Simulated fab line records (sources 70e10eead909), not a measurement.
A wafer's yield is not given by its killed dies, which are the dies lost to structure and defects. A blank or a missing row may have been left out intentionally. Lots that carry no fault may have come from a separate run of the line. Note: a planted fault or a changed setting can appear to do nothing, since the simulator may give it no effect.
The tool behind it: which one? || flow nand harc || Sampling: 12 lots, 36 wafers, 5 of 1159 route steps

## WHAT EACH GAUGE READ, for each wafer
NHARC_END_SORT_01.
{"lot": "L491", "measured": "day 20 08:50", "on": "prober-02", "killed at array": "28 23 17", "killed at other": "1 0 0", "killed at periphery": "2 2 2", "killed dies": "31 25 19", "killed open": "2 4 1", "killed short": "2 1 3"}
{"lot": "L492", "measured": "day 20 09:25", "on": "prober-01", "killed at array": "12 14 18", "killed at other": "0 0 0", "killed at periphery": "0 1 0", "killed dies": "12 15 18", "killed open": "1 3 2", "killed short": "0 2 0"}
{"lot": "L494", "measured": "day 20 17:25", "on": "prober-02", "killed at array": "27 27 26", "killed at other": "0 1 1", "killed at periphery": "3 4 1", "killed dies": "30 32 28", "killed open": "4 1 5", "killed short": "2 5 3"}
{"lot": "L498", "measured": "day 21 01:08", "on": "prober-02", "killed at array": "16 672 17", "killed at other": "0 0 0", "killed at periphery": "2 5 1", "killed dies": "18 677 18", "killed open": "4 6 4", "killed short": "4 2 2"}
{"lot": "L508", "measured": "day 23 18:08", "on": "prober-02", "killed at array": "31 36 30", "killed at other": "0 0 0", "killed at periphery": "1 1 0", "killed dies": "32 37 30", "killed open": "0 1 2", "killed short": "1 3 1"}
{"lot": "L506", "measured": "day 24 10:32", "on": "prober-01", "killed at array": "36 28 34", "killed at other": "1 0 2", "killed at periphery": "2 1 3", "killed dies": "39 29 39", "killed open": "5 2 1", "killed short": "3 5 4"}
{"lot": "L507", "measured": "day 24 09:53", "on": "prober-02", "killed at array": "37 21 23", "killed at other": "0 0 0", "killed at periphery": "6 9 4", "killed dies": "43 30 27", "killed open": "0 3 1", "killed short": "3 1 2"}
{"lot": "L509", "measured": "day 24 18:20", "on": "prober-01", "killed at array": "7 11 12", "killed at other": "0 1 1", "killed at periphery": "3 6 5", "killed dies": "10 18 18", "killed open": "3 1 2", "killed short": "0 3 2"}
{"lot": "L513", "measured": "day 25 01:21", "on": "prober-01", "killed at array": "18 18 26", "killed at other": "2 0 0", "killed at periphery": "0 1 2", "killed dies": "20 19 28", "killed open": "2 0 3", "killed short": "0 1 7"}
{"lot": "L510", "measured": "day 25 02:13", "on": "prober-02", "killed at array": "21 24 29", "killed at other": "0 1 0", "killed at periphery": "5 3 3", "killed dies": "26 28 32", "killed open": "1 3 4", "killed short": "1 1 1"}
{"lot": "L511", "measured": "day 24 17:35", "on": "prober-02", "killed at array": "25 33 39", "killed at other": "0 0 0", "killed at periphery": "2 3 3", "killed dies": "27 36 42", "killed open": "5 3 5", "killed short": "1 3 1"}
{"lot": "L512", "measured": "day 25 09:14", "on": "prober-02", "killed at array": "25 15 16", "killed at other": "3 3 3", "killed at periphery": "2 4 3", "killed dies": "30 22 22", "killed open": "4 3 3", "killed short": "1 2 0"}

## TOOL THAT RAN EACH LOT (tool first, then ch and the chambers of the sampled wafers, then the start)
{"lot": "L491", "NHARC_A_STAIRCASE_DESCUM_443": "rie diel-03 ch 0,2, day 13 07:13", "NHARC_A_STAIRCASE_CMP_152": "cmp-02 ch 1,2, day 13 10:30", "NHARC_A_SGD_CUT_ETCH_58": "rie diel-02 ch 1,2, day 13 13:41", "NHARC_A_SLIT_DEP_23": "pecvd-03 ch 0,2, day 14 08:58"}
{"lot": "L492", "NHARC_A_STAIRCASE_DESCUM_443": "rie diel-13 ch 0,1,3, day 14 05:01", "NHARC_A_STAIRCASE_CMP_152": "cmp-02 ch 2,3, day 14 08:13", "NHARC_A_SGD_CUT_ETCH_58": "rie diel-02 ch 1,2,3, day 14 11:05", "NHARC_A_SLIT_DEP_23": "pecvd-03 ch 0,1,2, day 14 19:43"}
{"lot": "L494", "NHARC_A_STAIRCASE_DESCUM_443": "rie diel-04 ch 0,3, day 14 14:29", "NHARC_A_STAIRCASE_CMP_152": "cmp-03 ch 0,1, day 14 17:46", "NHARC_A_SGD_CUT_ETCH_58": "rie diel-12 ch 0,2, day 14 20:25", "NHARC_A_SLIT_DEP_23": "pecvd-01 ch 0,1, day 15 07:49"}
{"lot": "L498", "NHARC_A_STAIRCASE_DESCUM_443": "rie diel-04 ch 0,2, day 15 01:46", "NHARC_A_STAIRCASE_CMP_152": "cmp-03 ch 1,2,3, day 15 05:01", "NHARC_A_SGD_CUT_ETCH_58": "rie diel-12 ch 0,1,2, day 15 07:53", "NHARC_A_SLIT_DEP_23": "pecvd-02 ch 0,1, day 15 20:25"}
{"lot": "L508", "NHARC_A_STAIRCASE_DESCUM_443": "rie diel-13 ch 0,2, day 17 17:53", "NHARC_A_STAIRCASE_CMP_152": "cmp-02 ch 1,2,3, day 17 21:14", "NHARC_A_SGD_CUT_ETCH_58": "rie diel-10 ch 1,3, day 18 00:07", "NHARC_A_SLIT_DEP_23": "pecvd-03 ch 0,1, day 18 14:45"}
{"lot": "L506", "NHARC_A_STAIRCASE_DESCUM_443": "rie diel-04 ch 0,3, day 17 17:55", "NHARC_A_STAIRCASE_CMP_152": "cmp-04 ch 1,3, day 17 22:33", "NHARC_A_SGD_CUT_ETCH_58": "rie diel-02 ch 0,2,3, day 18 01:21", "NHARC_A_SLIT_DEP_23": "pecvd-03 ch 0,1, day 18 16:37"}
{"lot": "L507", "NHARC_A_STAIRCASE_DESCUM_443": "rie diel-13 ch 0,1,2, day 18 09:23", "NHARC_A_STAIRCASE_CMP_152": "cmp-02 ch 0,2,3, day 18 12:37", "NHARC_A_SGD_CUT_ETCH_58": "rie diel-02 ch 0,1,3, day 18 15:59", "NHARC_A_SLIT_DEP_23": "pecvd-01 ch 0,1, day 19 02:29"}
{"lot": "L509", "NHARC_A_STAIRCASE_DESCUM_443": "rie diel-03 ch 0,2, day 18 09:33", "NHARC_A_STAIRCASE_CMP_152": "cmp-02 ch 0,1, day 18 12:47", "NHARC_A_SGD_CUT_ETCH_58": "rie diel-12 ch 0,2,3, day 18 15:46", "NHARC_A_SLIT_DEP_23": "pecvd-01 ch 0,2, day 19 02:21"}
{"lot": "L513", "NHARC_A_STAIRCASE_DESCUM_443": "rie diel-03 ch 0,2,3, day 19 06:55", "NHARC_A_STAIRCASE_CMP_152": "cmp-03 ch 0,1, day 19 10:14", "NHARC_A_SGD_CUT_ETCH_58": "rie diel-10 ch 1,2, day 19 13:03", "NHARC_A_SLIT_DEP_23": "pecvd-01 ch 0,1, day 19 23:26"}
{"lot": "L510", "NHARC_A_STAIRCASE_DESCUM_443": "rie diel-04 ch 0,3, day 19 07:04", "NHARC_A_STAIRCASE_CMP_152": "cmp-02 ch 0,3, day 19 10:46", "NHARC_A_SGD_CUT_ETCH_58": "rie diel-02 ch 0,1,3, day 19 13:57", "NHARC_A_SLIT_DEP_23": "pecvd-02 ch 0,2, day 20 00:20"}
{"lot": "L511", "NHARC_A_STAIRCASE_DESCUM_443": "rie diel-13 ch 1,2, day 19 07:14", "NHARC_A_STAIRCASE_CMP_152": "cmp-04 ch 1,3, day 19 10:45", "NHARC_A_SGD_CUT_ETCH_58": "rie diel-12 ch 0,1, day 19 13:35", "NHARC_A_SLIT_DEP_23": "pecvd-03 ch 1,2, day 19 23:36"}
{"lot": "L512", "NHARC_A_STAIRCASE_DESCUM_443": "rie diel-13 ch 0,3, day 19 14:00", "NHARC_A_STAIRCASE_CMP_152": "cmp-04 ch 0,1,2, day 19 17:22", "NHARC_A_SGD_CUT_ETCH_58": "rie diel-12 ch 1,2,3, day 19 20:26", "NHARC_A_SLIT_DEP_23": "pecvd-01 ch 0,1,2, day 20 05:26"}
- NHARC_A_STAIRCASE_DESCUM_443: chemistry O2, time 3 s.
- NHARC_A_STAIRCASE_CMP_152: polishes.
- NHARC_A_SGD_CUT_ETCH_58: etches the open film in CF4, target depth 39 nm, time 65 s.
- NHARC_A_SLIT_DEP_23: deposits SiON, target thk 100 nm.

## WHAT THE TOOLS THEMSELVES READ (means of the sampled wafers that have a number; where no wafer has one, the mark that the record gives instead)
NHARC_A_STAIRCASE_DESCUM_443.
{"lot": "L491", "tool": "rie diel-03", "drypump motor current A (A)": 6.0, "oes product au (a.u.)": 1.008, "rf vpp V (V)": 57.6, "showerhead plenum p Torr (Torr)": 1.82, "throttle valve pct (%)": 11.315}
{"lot": "L492", "tool": "rie diel-13", "drypump motor current A (A)": 5.9, "oes product au (a.u.)": 1.001, "rf vpp V (V)": 57.1, "showerhead plenum p Torr (Torr)": 1.83, "throttle valve pct (%)": 11.300}
{"lot": "L494", "tool": "rie diel-04", "drypump motor current A (A)": 6.3, "oes product au (a.u.)": 0.993, "rf vpp V (V)": 57.4, "showerhead plenum p Torr (Torr)": 1.90, "throttle valve pct (%)": 11.305}
{"lot": "L498", "tool": "rie diel-04", "drypump motor current A (A)": 6.3, "oes product au (a.u.)": 0.995, "rf vpp V (V)": 58.0, "showerhead plenum p Torr (Torr)": 1.94, "throttle valve pct (%)": 11.310}
{"lot": "L508", "tool": "rie diel-13", "drypump motor current A (A)": 5.7, "oes product au (a.u.)": 0.988, "rf vpp V (V)": 58.6, "showerhead plenum p Torr (Torr)": 1.94, "throttle valve pct (%)": 11.309}
{"lot": "L506", "tool": "rie diel-04", "drypump motor current A (A)": 6.0, "oes product au (a.u.)": 0.994, "rf vpp V (V)": 56.7, "showerhead plenum p Torr (Torr)": 1.84, "throttle valve pct (%)": 11.315}
{"lot": "L507", "tool": "rie diel-13", "drypump motor current A (A)": 5.6, "oes product au (a.u.)": 0.997, "rf vpp V (V)": 57.6, "showerhead plenum p Torr (Torr)": 1.91, "throttle valve pct (%)": 11.315}
{"lot": "L509", "tool": "rie diel-03", "drypump motor current A (A)": 6.0, "oes product au (a.u.)": 1.006, "rf vpp V (V)": 58.3, "showerhead plenum p Torr (Torr)": 1.91, "throttle valve pct (%)": 11.308}
{"lot": "L513", "tool": "rie diel-03", "drypump motor current A (A)": 6.0, "oes product au (a.u.)": 1.003, "rf vpp V (V)": 57.8, "showerhead plenum p Torr (Torr)": 1.96, "throttle valve pct (%)": 11.314}
{"lot": "L510", "tool": "rie diel-04", "drypump motor current A (A)": 6.0, "oes product au (a.u.)": 0.998, "rf vpp V (V)": 57.6, "showerhead plenum p Torr (Torr)": 1.83, "throttle valve pct (%)": 11.315}
{"lot": "L511", "tool": "rie diel-13", "drypump motor current A (A)": 5.6, "oes product au (a.u.)": 0.998, "rf vpp V (V)": 57.4, "showerhead plenum p Torr (Torr)": 1.89, "throttle valve pct (%)": 11.312}
{"lot": "L512", "tool": "rie diel-13", "drypump motor current A (A)": 6.0, "oes product au (a.u.)": 1.001, "rf vpp V (V)": 58.1, "showerhead plenum p Torr (Torr)": 1.85, "throttle valve pct (%)": 11.309}

NHARC_A_STAIRCASE_CMP_152.
{"lot": "L491", "tool": "cmp-02", "motor current A (A)": 11.4}
{"lot": "L492", "tool": "cmp-02", "motor current A (A)": 12.6}
{"lot": "L494", "tool": "cmp-03", "motor current A (A)": 11.0}
{"lot": "L498", "tool": "cmp-03", "motor current A (A)": 11.8}
{"lot": "L508", "tool": "cmp-02", "motor current A (A)": 11.9}
{"lot": "L506", "tool": "cmp-04", "motor current A (A)": 12.4}
{"lot": "L507", "tool": "cmp-02", "motor current A (A)": 13.1}
{"lot": "L509", "tool": "cmp-02", "motor current A (A)": 11.1}
{"lot": "L513", "tool": "cmp-03", "motor current A (A)": 11.0}
{"lot": "L510", "tool": "cmp-02", "motor current A (A)": 12.8}
{"lot": "L511", "tool": "cmp-04", "motor current A (A)": 12.4}
{"lot": "L512", "tool": "cmp-04", "motor current A (A)": 12.1}

NHARC_A_SGD_CUT_ETCH_58.
{"lot": "L491", "tool": "rie diel-02", "drypump motor current A (A)": 6.1, "oes product au (a.u.)": 0.992, "rf fwd power W (W)": 297.6, "rf vpp V (V)": 151.2, "showerhead plenum p Torr (Torr)": 1.83, "throttle valve pct (%)": 13.285}
{"lot": "L492", "tool": "rie diel-02", "drypump motor current A (A)": 6.1, "oes product au (a.u.)": 0.992, "rf fwd power W (W)": 298.2, "rf vpp V (V)": 151.2, "showerhead plenum p Torr (Torr)": 1.79, "throttle valve pct (%)": 13.284}
{"lot": "L494", "tool": "rie diel-12", "drypump motor current A (A)": 5.6, "oes product au (a.u.)": 1.002, "rf fwd power W (W)": 298.5, "rf vpp V (V)": 150.3, "showerhead plenum p Torr (Torr)": 1.74, "throttle valve pct (%)": 13.285}
{"lot": "L498", "tool": "rie diel-12", "drypump motor current A (A)": 5.7, "oes product au (a.u.)": 0.916, "rf fwd power W (W)": 256.7, "rf vpp V (V)": 150.3, "showerhead plenum p Torr (Torr)": 1.76, "throttle valve pct (%)": 13.277}
{"lot": "L508", "tool": "rie diel-10", "drypump motor current A (A)": 5.6, "oes product au (a.u.)": 1.000, "rf fwd power W (W)": 296.9, "rf vpp V (V)": 152.3, "showerhead plenum p Torr (Torr)": 1.78, "throttle valve pct (%)": 13.292}
{"lot": "L506", "tool": "rie diel-02", "drypump motor current A (A)": 5.9, "oes product au (a.u.)": 1.003, "rf fwd power W (W)": 296.4, "rf vpp V (V)": 152.8, "showerhead plenum p Torr (Torr)": 1.84, "throttle valve pct (%)": 13.285}
{"lot": "L507", "tool": "rie diel-02", "drypump motor current A (A)": 6.0, "oes product au (a.u.)": 1.010, "rf fwd power W (W)": 297.4, "rf vpp V (V)": 151.2, "showerhead plenum p Torr (Torr)": 1.79, "throttle valve pct (%)": 13.274}
{"lot": "L509", "tool": "rie diel-12", "drypump motor current A (A)": 5.5, "oes product au (a.u.)": 0.995, "rf fwd power W (W)": 297.7, "rf vpp V (V)": 151.2, "showerhead plenum p Torr (Torr)": 1.72, "throttle valve pct (%)": 13.286}
{"lot": "L513", "tool": "rie diel-10", "drypump motor current A (A)": 5.4, "oes product au (a.u.)": 0.983, "rf fwd power W (W)": 296.0, "rf vpp V (V)": 151.5, "showerhead plenum p Torr (Torr)": 1.76, "throttle valve pct (%)": 13.287}
{"lot": "L510", "tool": "rie diel-02", "drypump motor current A (A)": 6.1, "oes product au (a.u.)": 1.005, "rf fwd power W (W)": 297.8, "rf vpp V (V)": 151.7, "showerhead plenum p Torr (Torr)": 1.79, "throttle valve pct (%)": 13.286}
{"lot": "L511", "tool": "rie diel-12", "drypump motor current A (A)": 5.7, "oes product au (a.u.)": 0.990, "rf fwd power W (W)": 296.8, "rf vpp V (V)": 151.2, "showerhead plenum p Torr (Torr)": 1.77, "throttle valve pct (%)": 13.278}
{"lot": "L512", "tool": "rie diel-12", "drypump motor current A (A)": 5.4, "oes product au (a.u.)": 0.982, "rf fwd power W (W)": 298.1, "rf vpp V (V)": 150.2, "showerhead plenum p Torr (Torr)": 1.71, "throttle valve pct (%)": 13.284}

NHARC_A_SLIT_DEP_23.
{"lot": "L491", "tool": "pecvd-03", "heater power w (W)": 739}
{"lot": "L492", "tool": "pecvd-03", "heater power w (W)": 756}
{"lot": "L494", "tool": "pecvd-01", "heater power w (W)": 847}
{"lot": "L498", "tool": "pecvd-02", "heater power w (W)": 794}
{"lot": "L508", "tool": "pecvd-03", "heater power w (W)": 759}
{"lot": "L506", "tool": "pecvd-03", "heater power w (W)": 752}
{"lot": "L507", "tool": "pecvd-01", "heater power w (W)": 854}
{"lot": "L509", "tool": "pecvd-01", "heater power w (W)": 749}
{"lot": "L513", "tool": "pecvd-01", "heater power w (W)": 841}
{"lot": "L510", "tool": "pecvd-02", "heater power w (W)": 710}
{"lot": "L511", "tool": "pecvd-03", "heater power w (W)": 804}
{"lot": "L512", "tool": "pecvd-01", "heater power w (W)": 797}

## THE ANSWER, worked out from the rows above alone
Rule: the lots themselves supply what counts as usual. The widest of any qualifying gaps counts: lots, ordered by their means at a reading, are off when they make up no more than a third of the lots, leave a main group of 4 or more, and stand apart from it by 3 or more times the standard deviation of that group's means. Not used: any main group whose means are identical at the precision the tables above print for the reading. A lot without any number at a reading at which 4 lots or more have one is off too. The other lots that the step has rows for count as sound. Order of review: gauges by route order, followed by the tools' own readings, for which a lot's mean as printed above is used. At the first step where some lot is off, the reading lying furthest off is the one used; lots without a number count as furthest.
Off at NHARC_END_SORT_01 (killed dies): L498. The main group: mean 27, standard deviation 7.
A tool fits if, at a process step before that reading, it ran every lot that is off, and no sound lot after the first of them. The gauges at NHARC_END_SORT_01 aren't tried: what is off there is off at NHARC_A_SGD_CUT_ETCH_58 too, on other tools, and a gauge's error can't cause that. No candidate that was tried fits.

## WHAT THE SIMULATOR HAD INSERTED
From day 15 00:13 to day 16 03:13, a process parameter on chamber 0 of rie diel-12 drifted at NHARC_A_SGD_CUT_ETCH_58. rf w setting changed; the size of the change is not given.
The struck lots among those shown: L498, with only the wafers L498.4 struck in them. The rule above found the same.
